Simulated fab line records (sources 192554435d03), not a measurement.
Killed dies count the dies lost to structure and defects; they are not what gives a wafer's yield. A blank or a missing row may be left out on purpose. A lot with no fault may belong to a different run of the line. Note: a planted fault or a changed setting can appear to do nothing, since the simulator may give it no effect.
A lot that was struck, set against a sound lot :: flow n5Finfet :: 44 steps out of a route of 1938
Sound: wafers L332.2, L332.3, L332.6. Struck: wafer L320.1 (left out: L320.5, L320.6 of the same lot, which were not struck); the cause appears at the end.
Each step with rows lists, per side, the tool, then ch with its chambers, then its first start. Under that, the readings that differ: sound wafers :: struck wafers :: difference of the means :: sigmas: that difference in standard deviations of wafers without a fault.
alike: a reading whose means differ by less than 2 such deviations, as well as words and numbers matching on both sides. not compared: withheld readings; readings where some wafer has no value; bounds like >300 that might hide an equal value; numbers whose values overlap and for which the record gives no deviation.
Wherever a step has rows on one side only, a row that says differs or no value, or a row with sigmas, the two part there. Numbers that have no deviation but don't overlap get no sigmas and don't part them. A reading that every wafer of one side lacks parts them only if that side has two wafers or more.

first, 11 steps without rows for these wafers: N5_BEOL_M4_DESCUM_33 (chemistry O2, time 7 s); N5_BEOL_M4_ETCH_77 (etches underlayer in N2/H2, target depth 6.5 nm, time 5.2 s); N5_BEOL_M4_ETCH_69 (etches SiARC in CF4, target depth 15.6 nm, time 26 s); N5_BEOL_M4_ALD_98 (deposits SiO2, target thk 2.5 nm, pulse time 1 s, co reactant pulse time 1 s); N5_BEOL_M4_ETCHBACK_99 (etches SiO2 in CHF3, target depth 5 nm, time 10.4 s); N5_BEOL_M4_ETCH_70 (etches SOC in N2/H2, target depth 80 nm, overetch 24 nm, time 130 s); N5_BEOL_M4_STRIP_71 (strips in N2/H2); N5_BEOL_M4_STRIP_78 (strips in N2/H2); N5_BEOL_M4_VIA_ETCH_34 (etches the open film in C4F6/O2, target depth 69.4 nm, time 65.9 s); N5_BEOL_M4_STRIP_83 (strips in C4F6/O2); N5_BEOL_M4_STRIP_36 (strips in N2/H2).
N5_BEOL_M4_TRENCH_ETCH_37: etches SiOC in C4F6/O2, target depth 55.555 nm, time 29.2 s.
  sound on rieDiel-01 ch 0,1,2, day 13 20:22; struck on rieDiel-01 ch 3, day 10 21:29
reading: biasW (W)
sound: 185.4 184.7 184.7
struck: 135.6
difference: -49.3
sigmas: -95

reading: drypumpMotorCurrentA (A)
sound: 5.2 5.3 6.0
struck: 6.6
difference: +1.1
sigmas: +3

reading: oesProductAu (a.u.)
sound: 0.97 0.79 0.68
struck: 0.62
difference: -0.19
sigmas: -2

reading: rfVppV (V)
sound: 652 653 640
struck: 509
difference: -139
sigmas: -6

reading: model.BEOL_M4.featureDepthNm (nm)
sound: 56.8 56.6 53.8
struck: 48.6
difference: -7.1
sigmas: 

reading: model.etch.depthNm (nm)
sound: 56.75 56.59 53.77
struck: 48.62
difference: -7.08
sigmas: 
  alike: showerheadPlenumPTorr, throttleValvePct
  not compared: rfHoursCounterH
then, 2 steps without rows for these wafers: N5_BEOL_M4_ETCH_41 (etches SiCN in CH3F/O2, target depth 29.9 nm, time 52.5 s); N5_BEOL_M4_STRIP_97 (strips in N2/H2, time 10 s).
N5_BEOL_M4_OCD_MEAS_38:
  sound on ocd-02 at day 13 20:31; struck on ocd-02 at day 10 21:38
reading: trenchDepthNm (nm)
sound: 56.7 57.0 53.8
struck: 48.5
difference: -7.3
sigmas: -5
then, 25 steps without rows for these wafers: N5_BEOL_M4_HM_STRIP_39 (strips TiN in peroxide tin strip, target depth 25 nm, time 158 s); N5_BEOL_M4_SRD_40 (time 30 s); N5_BEOL_M4_PRECLEAN_42 (cleans in residue remover, time 60 s); N5_BEOL_M4_SRD_43 (time 30 s); N5_BEOL_M4_DEGAS_44 (time 60 s); N5_BEOL_M4_PRE_CLEAN_45 (time 30 s); N5_BEOL_M4_ALD_84 (deposits TaN, pulse time 2 s, purge time 3 s, co reactant purge time 2 s); N5_BEOL_M4_SURFACE_TREAT_85; N5_BEOL_M4_CVD_47 (deposits Co from CCTBA/H2, target thk 3 nm, time 223.8 s); N5_BEOL_M4_SPUTTER_48 (material Cu, target thk 4.5 nm, time 8.29 s); N5_BEOL_M4_ANNEAL_49 (time 240 s); N5_BEOL_M4_SPUTTER_79 (material Cu, target thk 4.5 nm, time 8.29 s); N5_BEOL_M4_ANNEAL_80 (time 240 s); N5_BEOL_M4_SPUTTER_81 (material Cu, target thk 4.5 nm, time 8.29 s); N5_BEOL_M4_ANNEAL_82 (time 240 s); N5_BEOL_M4_SPUTTER_86 (material Cu, target thk 4.5 nm, time 8.29 s); N5_BEOL_M4_ANNEAL_87 (time 240 s); N5_BEOL_M4_SPUTTER_88 (material Cu, target thk 4.5 nm, time 8.29 s); N5_BEOL_M4_ANNEAL_89 (time 240 s); N5_BEOL_M4_SPUTTER_90 (material Cu, target thk 4.5 nm, time 8.29 s); N5_BEOL_M4_ANNEAL_91 (time 240 s); N5_BEOL_M4_SPUTTER_92 (material Cu, target thk 4.5 nm, time 8.29 s); N5_BEOL_M4_ANNEAL_93 (time 240 s); N5_BEOL_M4_SPUTTER_94 (material Cu, target thk 4.5 nm, time 8.29 s); N5_BEOL_M4_ANNEAL_95 (time 240 s).
N5_BEOL_M4_CMP_52: polishes, stops on SiOC, t overpolish 6.8 s, target thk 40 nm.
  sound on cmp-01 ch 1,3, day 14 00:05; struck on cmp-01 ch 2, day 11 01:32
reading: model.Cu_of_BEOL_M4_ECD_50.thkNm (nm)
sound: 38.6 40.2 36.4
struck: 33.8
difference: -4.6
sigmas: 
  alike: barrierFieldEndpointS, clearingPlatenDownForcePsi, motorCurrentA, overpolishRunS, retainingRingPressureFrac, timeToEndpointS
N5_BEOL_M4_THK_MEAS_53: measures by xrf.
  sound on filmMetro-02 at day 14 00:23; struck on filmMetro-01 at day 11 01:47
reading: M4_THK (nm)
sound: 38.6 40.4 36.2
struck: 33.7
difference: -4.7
sigmas: -2
N5_BEOL_M4_RS_MEAS_58: measurement is done with a four-point probe.
  sound on filmMetro-01 at day 14 00:38; struck on filmMetro-02 at day 11 02:04
reading: M4_RS (ohm/sq)
sound: 0.70 0.66 0.76
struck: 0.83
difference: +0.12
sigmas: +3
N5_BEOL_M4_RC_MEAS_101:
  sound on prober-02 ch 0, day 14 00:50; struck on prober-02 ch 0, day 11 02:08
  alike: DIBL_N, DIBL_P, IOFF_N, IOFF_P, ION_N, ION_P, SS_N, SS_P, VT_N, VT_P

WHERE THEY PART
First at N5_BEOL_M4_TRENCH_ETCH_37; last, within this record, at N5_BEOL_M4_RS_MEAS_58. Later steps at which nothing parts them and some readings are alike: N5_BEOL_M4_RC_MEAS_101.

WHY: what the simulator had put in
rieDiel-01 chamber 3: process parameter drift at N5_BEOL_M4_TRENCH_ETCH_37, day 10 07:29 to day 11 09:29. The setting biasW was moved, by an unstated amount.
